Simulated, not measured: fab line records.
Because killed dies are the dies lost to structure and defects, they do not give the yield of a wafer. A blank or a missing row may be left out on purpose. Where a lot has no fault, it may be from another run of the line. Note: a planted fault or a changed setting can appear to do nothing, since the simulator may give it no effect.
Split-lot study | flow n5 finfet | 7 lots, 21 wafers read, on a route of 1938 steps

== THE SPLIT ==
At N5_BEOL_M2_COAT_68 (time 60 s, resist thk 12 nm), the setting spin rpm was moved away from the recipe's 1500 rpm on 12 of the 21 wafers read, by -9.9% to +9.4%. The other wafers ran this setting at the recipe's value.

== FROM THE SPLIT TO THE READING: what the file shows between them, 6 steps ==
- N5_BEOL_M2_COAT_76: time 60 s, resist thk 5 nm
- N5_BEOL_M2_COAT_22: resist thk 30 nm
- N5_BEOL_M2_DESCUM_33: chemistry O2, time 7 s
- N5_BEOL_M2_ETCH_77: etches underlayer in N2/H2, target depth 6.5 nm, time 5.2 s
- N5_BEOL_M2_ETCH_69: etches SiARC in CF4, target depth 15.6 nm, time 26 s
- N5_BEOL_M2_ALD_98: deposits SiO2, target thk 2.5 nm, pulse time 1 s, co reactant pulse time 1 s

== THE READING ==
CAR-EUV_of_BEOL_M2_COAT_22.thk nm (the simulator's own value, which no gauge read), in nm, at N5_BEOL_M2_ETCHBACK_99 (etches SiO2 in CHF3, target depth 5 nm, time 10.4 s). No usual value for it is given in the file. Across the 9 wafers here that went through the recipe, the average is 10.5 nm and the standard deviation 0.099 nm.

wafer  | tool, chamber at the split | spin rpm as run, rpm | against the recipe | CAR-EUV_of_BEOL_M2_COAT_22.thk nm, nm | against lot-mates on the recipe
L075.2 | litho track-04, 0          | 1623                 | +8.2%              | 10.8                                  | no lot-mate on the recipe
L075.3 | litho track-04, 0          | 1623                 | +8.2%              | 10.8                                  | no lot-mate on the recipe
L075.6 | litho track-04, 0          | 1623                 | +8.2%              | 10.8                                  | no lot-mate on the recipe
L079.3 | litho track-05, 0          | 1500                 | recipe             | 10.4                                  | -
L079.4 | litho track-05, 0          | 1641                 | +9.4%              | 10.8                                  | +0.4
L079.6 | litho track-05, 0          | 1641                 | +9.4%              | 10.8                                  | +0.4
L081.1 | litho track-05, 0          | 1500                 | recipe             | 10.6                                  | -
L081.2 | litho track-05, 0          | 1500                 | recipe             | 10.6                                  | -
L081.4 | litho track-05, 0          | 1500                 | recipe             | 10.6                                  | -
L088.1 | litho track-02, 0          | 1631                 | +8.7%              | 10.8                                  | no lot-mate on the recipe
L088.2 | litho track-02, 0          | 1631                 | +8.7%              | 10.8                                  | no lot-mate on the recipe
L088.4 | litho track-02, 0          | 1631                 | +8.7%              | 10.8                                  | no lot-mate on the recipe
L091.2 | litho track-05, 0          | 1351                 | -9.9%              | 10                                    | -0.6
L091.4 | litho track-05, 0          | 1351                 | -9.9%              | 10                                    | -0.6
L091.6 | litho track-05, 0          | 1500                 | recipe             | 10.6                                  | -
L095.1 | litho track-04, 0          | 1500                 | recipe             | 10.4                                  | -
L095.3 | litho track-04, 0          | 1500                 | recipe             | 10.4                                  | -
L095.4 | litho track-04, 0          | 1500                 | recipe             | 10.4                                  | -
L096.4 | litho track-02, 0          | 1591                 | +6.1%              | 10.8                                  | +0.4
L096.5 | litho track-02, 0          | 1591                 | +6.1%              | 10.6                                  | +0.2
L096.6 | litho track-02, 0          | 1500                 | recipe             | 10.4                                  | -

THE FIT
A straight line over all 21 wafers: CAR-EUV_of_BEOL_M2_COAT_22.thk nm changes by +0.0406 nm for each +1% of spin rpm; r = +0.95; the points scatter about the line by 0.082 nm.
The same after taking each lot's own level away (the mean of its wafers on the recipe; 15 wafers): +0.0522 nm for each +1%; r = +0.98; scatter 0.056 nm.
On that fit, the largest move of spin rpm shifts the reading by 0.52 nm.
From 10.40 to 10.60 nm: that is the span of the lots' own levels, equal to 2.0 times the standard deviation above.
Thus the slope moves with the lot-to-lot level: the two fits are different.
Check: -0.516 nm against its lot-mates is what the line predicts for one of the wafers moved furthest among these (-9.9%) when that wafer is left out of the fit. It came out at -0.6 nm against them.

== OTHER SPLITS APPLIED TO THESE WAFERS ==
Before the reading, these wafers also passed through other splits. Each is held against what the fit with the lots' levels taken away leaves over:
other split on the same wafers            | wafers away from the commonest value | r with CAR-EUV_of_BEOL_M2_COAT_22.thk nm (lot level and that fit taken away)
N5_BEOL_M0_SAQP_SPACER1_ALD_98 ald cycles | 3                                    | +0.56
N5_BEOL_M0_SAQP_ETCH_107 bias w           | 10                                   | +0.07
N5_BEOL_M1_EXPOSE_08 dose mj              | 4                                    | -0.13
N5_BEOL_M2_DESCUM_16 time s               | 6                                    | +0.31

== THE WHOLE CHAIN: every reading that the file lists as answering this split, in the file's order ==
step                   | what it does                                         | reading                                                                            | change (the file's fit)                | r (the file's)
N5_BEOL_M2_COAT_68     | time 60 s, resist thk 12 nm                          | SiARC_of_BEOL_M2_COAT_68.thk nm (the simulator's own value, which no gauge read)   | -0.0543 nm for each +1% of the setting | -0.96
N5_BEOL_M2_ETCH_69     | etches SiARC in CF4, target depth 15.6 nm, time 26 s | etch.depth nm (the simulator's own value, which no gauge read)                     | -0.061 nm for each +1% of the setting  | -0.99
N5_BEOL_M2_ETCH_69     | etches SiARC in CF4, target depth 15.6 nm, time 26 s | CAR-EUV_of_BEOL_M2_COAT_22.thk nm (the simulator's own value, which no gauge read) | +0.0511 nm for each +1% of the setting | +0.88
N5_BEOL_M2_ETCHBACK_99 | etches SiO2 in CHF3, target depth 5 nm, time 10.4 s  | CAR-EUV_of_BEOL_M2_COAT_22.thk nm (the simulator's own value, which no gauge read) | +0.0516 nm for each +1% of the setting | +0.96

== FILE'S OWN FIT ==
CAR-EUV_of_BEOL_M2_COAT_22.thk nm changes by +0.0516 nm for each +1% of spin rpm, r = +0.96.
